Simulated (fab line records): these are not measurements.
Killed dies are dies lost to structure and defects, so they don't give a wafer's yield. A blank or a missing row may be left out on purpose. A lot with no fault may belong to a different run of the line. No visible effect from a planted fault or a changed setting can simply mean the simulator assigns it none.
Commonality check across tools ; flow n5-finfet ; Sampled: 10 lots, 29 wafers

## WHAT PROMPTED THE OPENING
On 2 of the 10 lots, a flag is raised at N5_HKMG_FIN_INSPECT_61 on the reading raw-defect-count. No-fault wafers: 2.0, standard deviation 1.6.
Rule: flag the lot when none of its wafers has a number, or when each of its wafers that has one lies beyond 4 standard deviations from that mean. The other lots count as sound.

lot;measured;on;raw-defect-count, wafer by wafer;flag
L725;day 4 22:57;defect-inspect-02;1 1 4;
L726;day 5 05:46;defect-inspect-02;1 1 4;
L727;day 5 10:14;defect-inspect-02;1 1 1;
L728;day 5 17:38;defect-inspect-02;3 4 1;
L729;day 5 22:40;defect-inspect-02;3 2 2;
L731;day 6 12:11;defect-inspect-02;4 1 1;
L739;day 8 21:25;defect-inspect-01;0 1 2;
L741;day 9 03:37;defect-inspect-02;296 >300 299;FLAGGED
L742;day 9 08:00;defect-inspect-02;>300 287 >300;FLAGGED
L744;day 10 00:06;defect-inspect-02;2 1;
Averaged over the flagged lots the numbers come to 294.0, +292.0 from the usual (+99 or more standard deviations).

## LOT BY LOT: THE TOOL USED
The record keeps 1 process step preceding the reading, out of 1938 steps on the route. Each cell gives the tool, then ch followed by the chambers the sampled wafers passed through, then the start.
lot;flag;N5_HKMG_FIN_ALD_75
L725;;ald-hk-02 ch 2,3, day 4 22:34
L726;;ald-hk-03 ch 0,2,3, day 5 05:15
L727;;ald-hk-01 ch 0,1,3, day 5 09:50
L728;;ald-hk-01 ch 1,2,3, day 5 17:14
L729;;ald-hk-02 ch 0,3, day 5 22:08
L731;;ald-hk-01 ch 0,1,2, day 6 11:40
L739;;ald-hk-02 ch 0,2,3, day 8 21:01
L741;FLAGGED;ald-hk-02 ch 0,3, day 9 03:06
L742;FLAGGED;ald-hk-02 ch 0,1, day 9 07:29
L744;;ald-hk-03 ch 0,2, day 9 23:42
What is done by these steps:
- N5_HKMG_FIN_ALD_75: deposits Al2O3, target thk 1 nm, co reactant pulse time 1 s.
- N5_HKMG_FIN_INSPECT_61: inspects for defects (macro).

## FLAGGED OVER TOTAL, TOOL BY TOOL (the gauges that took the reading come last)
step;tool;lots run;flagged;share of the flagged lots;sound lots run after its first flagged lot
N5_HKMG_FIN_ALD_75;ald-hk-01;3;0;none;-
N5_HKMG_FIN_ALD_75;ald-hk-02;5;2;all;0
N5_HKMG_FIN_ALD_75;ald-hk-03;2;0;none;-
N5_HKMG_FIN_INSPECT_61;defect-inspect-01;1;0;none;-
N5_HKMG_FIN_INSPECT_61;defect-inspect-02;9;2;all;1 (L744)

## WHAT THE TABLE ALLOWS
Rows of the table that ran all the flagged lots, 2 in number: ald-hk-02 at N5_HKMG_FIN_ALD_75; defect-inspect-02 at N5_HKMG_FIN_INSPECT_61.
- ald-hk-02 at N5_HKMG_FIN_ALD_75 ran 5 lots, 2 of them flagged. Its last sound lot is L739 (day 8 21:01), its first flagged lot L741 (day 9 03:06): a fault that began between those two fits.
- defect-inspect-02 at N5_HKMG_FIN_INSPECT_61 ran 9 lots, 2 of them flagged. Sound lots ran on it after the first flagged one (L744), which a lasting fault on the whole tool wouldn't allow.
One tool is left: ald-hk-02 at N5_HKMG_FIN_ALD_75.

## WHAT WAS PUT IN BY THE SIMULATOR
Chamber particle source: ald-hk-02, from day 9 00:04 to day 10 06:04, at N5_HKMG_FIN_ALD_75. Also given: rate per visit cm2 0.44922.
Struck lots among those shown: L741, L742. The rule above reached the same finding.
